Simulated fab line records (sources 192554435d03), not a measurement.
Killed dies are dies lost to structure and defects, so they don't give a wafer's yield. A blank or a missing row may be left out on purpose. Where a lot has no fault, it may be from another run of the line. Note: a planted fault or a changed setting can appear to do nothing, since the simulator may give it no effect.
Matching of chambers || flow n5Finfet || N5_SD_EPI_P_ETCHBACK_46 on rieDiel-04 has 4 sister chambers
The step etches SiNx in CH3F/O2, stops on SiO2, target depth 17.5 nm. 8 wafers are shown with their chamber, then 7 later ones without.

== EACH WAFER AND ITS CHAMBER ==
{"wafer": "L075.6", "chamber": 3, "drypumpMotorCurrentA (A)": 5.1, "throttleValvePct (%)": 16.25}
{"wafer": "L076.1", "chamber": 0, "drypumpMotorCurrentA (A)": 5.8, "throttleValvePct (%)": 16.54}
{"wafer": "L081.5", "chamber": 3, "drypumpMotorCurrentA (A)": 5.2, "throttleValvePct (%)": 16.25}
{"wafer": "L090.2", "chamber": 2, "drypumpMotorCurrentA (A)": 6.2, "throttleValvePct (%)": 15.93}
{"wafer": "L090.4", "chamber": 1, "drypumpMotorCurrentA (A)": 5.7, "throttleValvePct (%)": 16.09}
{"wafer": "L090.5", "chamber": 1, "drypumpMotorCurrentA (A)": 5.7, "throttleValvePct (%)": 16.11}
{"wafer": "L094.1", "chamber": 0, "drypumpMotorCurrentA (A)": 5.8, "throttleValvePct (%)": 16.58}
{"wafer": "L094.4", "chamber": 2, "drypumpMotorCurrentA (A)": 6.2, "throttleValvePct (%)": 15.92}

== WAFERS WHOSE CHAMBER IS MISSING ==
{"wafer": "L094.5", "drypumpMotorCurrentA (A)": 5.7, "throttleValvePct (%)": 16.13}
{"wafer": "L095.1", "drypumpMotorCurrentA (A)": 5.6, "throttleValvePct (%)": 16.12}
{"wafer": "L095.3", "drypumpMotorCurrentA (A)": 5.8, "throttleValvePct (%)": 16.59}
{"wafer": "L095.4", "drypumpMotorCurrentA (A)": 6.2, "throttleValvePct (%)": 15.94}
{"wafer": "L096.3", "drypumpMotorCurrentA (A)": 5.2, "throttleValvePct (%)": 16.32}
{"wafer": "L096.4", "drypumpMotorCurrentA (A)": 5.7, "throttleValvePct (%)": 16.12}
{"wafer": "L096.6", "drypumpMotorCurrentA (A)": 5.2, "throttleValvePct (%)": 16.31}

== WHICH CHAMBER EACH ONE RAN IN ==
{"wafer": "L094.5", "from the rows above": 1, "in truth": 1}
{"wafer": "L095.1", "from the rows above": 1, "in truth": 1}
{"wafer": "L095.3", "from the rows above": 0, "in truth": 0}
{"wafer": "L095.4", "from the rows above": 2, "in truth": 2}
{"wafer": "L096.3", "from the rows above": 3, "in truth": 3}
{"wafer": "L096.4", "from the rows above": 1, "in truth": 1}
{"wafer": "L096.6", "from the rows above": 3, "in truth": 3}
Placed correctly: 7 of 7. Left unplaced by these rows: 0. 0 placed wrongly.
How it was worked out, from the rows above alone: a wafer's distance from a chamber is the root of the sum, over the readings, of the square of ((its reading less the chamber's mean) divided by the reading's scatter). If the next closest chamber is less than 2 further off than the closest, the wafer can't be placed; otherwise it belongs to the closest. For every chamber, the mean is computed from those of its wafers that are shown. How the scatter is found: for the shown wafers, subtract from each reading the mean of its chamber, square and add these, divide the total by (wafers less chambers), then take the root.
